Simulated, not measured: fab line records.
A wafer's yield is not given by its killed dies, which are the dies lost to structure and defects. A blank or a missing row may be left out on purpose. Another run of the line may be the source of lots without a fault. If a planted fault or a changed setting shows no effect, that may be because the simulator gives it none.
The tool behind it: which one? | flow nandHarc | 42 wafers from 14 lots sampled at 3 of the route's 1302 steps

== WHAT THE GAUGES READ, wafer by wafer ==
NHARC_P_BONDPAD_THK_MEAS_33: measures by ellipsometry. Usual: thkNm reads 200.1 nm (standard deviation 1.7).
lot  | measured     | on           | thkNm (nm)        | flag
L475 | day 6 13:35  | filmMetro-02 | 196.5 201.9 200.6 | 
L476 | day 7 04:33  | filmMetro-02 | 200.8 204.1 200.4 | 
L478 | day 7 19:51  | filmMetro-01 | 198.9 202.4 198.6 | 
L479 | day 8 03:23  | filmMetro-02 | 200.8 200.4 200.9 | 
L480 | day 8 19:43  | filmMetro-01 | 198.7 197.5 198.2 | 
L483 | day 10 06:15 | filmMetro-02 | 199.7 199.4 199.1 | 
L484 | day 10 13:28 | filmMetro-02 | 198.2 200.0 202.1 | 
L486 | day 11 12:40 | filmMetro-02 | 200.8 196.6 202.8 | 
L489 | day 12 16:43 | filmMetro-02 | 199.5 199.9 200.8 | 
L490 | day 13 03:46 | filmMetro-02 | 197.5 200.6 198.2 | 
L491 | day 13 07:20 | filmMetro-01 | 197.2 199.2 203.3 | 
L492 | day 13 19:33 | filmMetro-01 | 202.5 201.6 201.7 | 
L493 | day 14 04:27 | filmMetro-02 | 197.8 198.6 198.1 | 
L496 | day 15 05:01 | filmMetro-01 | 199.6 200.7 201.7 | 

== WHAT TOOL EACH LOT RAN ON (gives the tool, then ch and the chambers of the sampled wafers, and finally the start) ==
lot  | NHARC_P_M2_PRE_CLEAN_30                | NHARC_P_M2_PVD_20
L475 | pvdSputter-03, day 6 13:35 or earlier  | pvdSputter-03, day 6 13:35 or earlier
L476 | pvdSputter-02, day 7 04:33 or earlier  | pvdSputter-02, day 7 04:33 or earlier
L478 | pvdSputter-03, day 7 19:51 or earlier  | pvdSputter-03, day 7 19:51 or earlier
L479 | pvdSputter-02, day 8 03:23 or earlier  | pvdSputter-02, day 8 03:23 or earlier
L480 | pvdSputter-01, day 8 19:43 or earlier  | pvdSputter-01, day 8 19:43 or earlier
L483 | pvdSputter-02, day 10 06:15 or earlier | pvdSputter-02, day 10 06:15 or earlier
L484 | pvdSputter-03, day 10 13:28 or earlier | pvdSputter-03, day 10 13:28 or earlier
L486 | pvdSputter-01, day 11 12:40 or earlier | pvdSputter-01, day 11 12:40 or earlier
L489 | pvdSputter-01, day 12 16:43 or earlier | pvdSputter-01, day 12 16:43 or earlier
L490 | pvdSputter-01, day 13 03:46 or earlier | pvdSputter-01, day 13 03:46 or earlier
L491 | pvdSputter-03, day 13 07:20 or earlier | pvdSputter-03, day 13 07:20 or earlier
L492 | pvdSputter-01, day 13 19:33 or earlier | pvdSputter-01, day 13 19:33 or earlier
L493 | pvdSputter-03, day 14 04:27 or earlier | pvdSputter-03, day 14 04:27 or earlier
L496 | pvdSputter-03, day 15 05:01 or earlier | pvdSputter-03, day 15 05:01 or earlier
- NHARC_P_M2_PRE_CLEAN_30: time 30 s.
- NHARC_P_M2_PVD_20: deposits TaN, target thk 5 nm, time 8.06 s.

== WHAT THE TOOLS THEMSELVES READ (means of the sampled wafers that have a number; where no wafer has one, the mark that the record gives instead) ==
NHARC_P_M2_PRE_CLEAN_30. Usual: heaterPowerW reads 413 W (standard deviation 40).
lot  | tool          | heaterPowerW (W) | flag
L475 | pvdSputter-03 | 349              | 
L476 | pvdSputter-02 | 472              | 
L478 | pvdSputter-03 | 393              | 
L479 | pvdSputter-02 | 461              | 
L480 | pvdSputter-01 | 417              | 
L483 | pvdSputter-02 | 445              | 
L484 | pvdSputter-03 | 386              | 
L486 | pvdSputter-01 | 425              | 
L489 | pvdSputter-01 | 412              | 
L490 | pvdSputter-01 | 400              | 
L491 | pvdSputter-03 | 434              | 
L492 | pvdSputter-01 | 397              | 
L493 | pvdSputter-03 | 413              | 
L496 | pvdSputter-03 | 388              | 

NHARC_P_M2_PVD_20. Usual: throttleValvePct reads 30.1 % (standard deviation 1.1).
lot  | tool          | throttleValvePct (%) | flag
L475 | pvdSputter-03 | 30.4                 | 
L476 | pvdSputter-02 | 29.6                 | 
L478 | pvdSputter-03 | 30.6                 | 
L479 | pvdSputter-02 | 30.0                 | 
L480 | pvdSputter-01 | 30.6                 | 
L483 | pvdSputter-02 | 29.6                 | 
L484 | pvdSputter-03 | 29.1                 | 
L486 | pvdSputter-01 | 30.6                 | 
L489 | pvdSputter-01 | 30.7                 | 
L490 | pvdSputter-01 | 30.3                 | 
L491 | pvdSputter-03 | 30.0                 | 
L492 | pvdSputter-01 | 30.4                 | 
L493 | pvdSputter-03 | 29.9                 | 
L496 | pvdSputter-03 | 30.4                 | 

== THE ANSWER, worked out from the rows above alone ==
Rule: lot off if the mean of its wafers having a number is beyond 3 standard deviations from the usual mean. Also off: a lot with no number at a reading for which 4 or more lots have one. All remaining lots with rows at the step are treated as sound. After the gauges, taken in route order, come the tools' own readings; for these a lot's mean is taken, as printed above. At the first step where some lot is off, the reading lying furthest off is the one used; lots without a number count as furthest.
No lot is off at any reading shown: from this, nothing can be told.

== WHAT THE SIMULATOR HAD PUT IN ==
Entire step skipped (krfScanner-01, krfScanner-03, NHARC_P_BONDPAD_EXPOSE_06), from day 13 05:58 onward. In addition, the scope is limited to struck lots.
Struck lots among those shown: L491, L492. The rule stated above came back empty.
